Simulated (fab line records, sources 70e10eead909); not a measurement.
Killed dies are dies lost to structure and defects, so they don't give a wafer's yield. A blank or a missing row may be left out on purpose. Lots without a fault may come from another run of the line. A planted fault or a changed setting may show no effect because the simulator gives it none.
A struck lot beside a sound one | flow nand_harc | 12 steps out of a route of 1302
Sound: wafers L824.1, L824.3, L824.6. Struck: wafers L815.2, L815.4, L815.5. The cause comes at the end.
At each step with rows: each side's tool, then ch and its chambers, then its first start. Under that, the readings that differ: sound wafers | struck wafers | difference of the means | sigmas: that difference in standard deviations of wafers without a fault.
alike: readings whose means differ by less than 2 such deviations, and words and numbers that are the same on both sides. not compared: withheld readings, readings that some wafer has no value for, bounds like >300 that may hide the same value, and numbers for which the record gives no deviation and whose values overlap.
The two part at a step that has a row with sigmas, a row that says differs or no value, or rows on one side only. Numbers that don't overlap but have no deviation are shown without sigmas and don't part them. A reading that every wafer of one side lacks parts them only if that side has two wafers or more.

NHARC_A_ZERO_WELL_INSPECT_17:
  sound on defect_inspect-01, day 13 20:29; struck on defect_inspect-01, day 10 04:20
  alike: raw_defect_count
then, 3 steps without rows for these wafers: NHARC_A_SOURCE_PLATE_PRECLEAN_00 (cleans in HF-LAST, time 60 s); NHARC_A_SOURCE_PLATE_SRD_01; NHARC_A_SOURCE_PLATE_OXIDE_02 (material SiO2, target thk 10 nm, ox time 1362 s).
NHARC_A_SOURCE_PLATE_THK_MEAS_09: measures by ellipsometry.
  sound on film_metro-02, day 14 04:32; struck on film_metro-01, day 10 11:31
  alike: thk_nm
then, 3 steps without rows for these wafers: NHARC_A_SOURCE_PLATE_PVD_04 (deposits WSi2, target thk 50 nm); NHARC_A_SOURCE_PLATE_CVD_03 (deposits poly-Si, target thk 200 nm, time 4000 s); NHARC_A_SOURCE_PLATE_ANNEAL_05 (time 1800 s).
NHARC_A_SOURCE_PLATE_THK_MEAS_06: measures by ellipsometry.
  sound on film_metro-02, day 14 17:38; struck on film_metro-01, day 11 01:16
  alike: thk_nm
NHARC_A_SOURCE_PLATE_INSPECT_08:
  sound on defect_inspect-02, day 14 17:44; struck on defect_inspect-01, day 11 01:22
  reading          | sound    | struck   | difference | sigmas
  raw_defect_count | 98 93 94 | 53 50 44 | -46        | -2
NHARC_A_ONON_D1_DEP_00: target thk 1000 nm.
  sound on pecvd_onon-04 ch 0, day 14 17:49; struck on pecvd_onon-03, day 11 01:29
  no value came back on the struck wafers for n2_flow_sccm (sccm), n2o_flow_sccm (sccm), nh3_flow_sccm (sccm); on the sound wafers n2_flow_sccm (sccm) reads 2741 2743 2748
-- the record jumps here: 17 days lie between the struck wafers' starts before and after (it left off in module A_ONON_D1 and takes up again in module END, whose first step shown is number 1302 of the route) --
NHARC_END_SORT_01:
  the record has rows for the struck wafers here (prober-01 ch 0, day 27 17:38) and none for the sound ones

WHERE THEY PART
First at NHARC_A_SOURCE_PLATE_INSPECT_08; last, within this record, at NHARC_END_SORT_01.

WHY: what the simulator had put in
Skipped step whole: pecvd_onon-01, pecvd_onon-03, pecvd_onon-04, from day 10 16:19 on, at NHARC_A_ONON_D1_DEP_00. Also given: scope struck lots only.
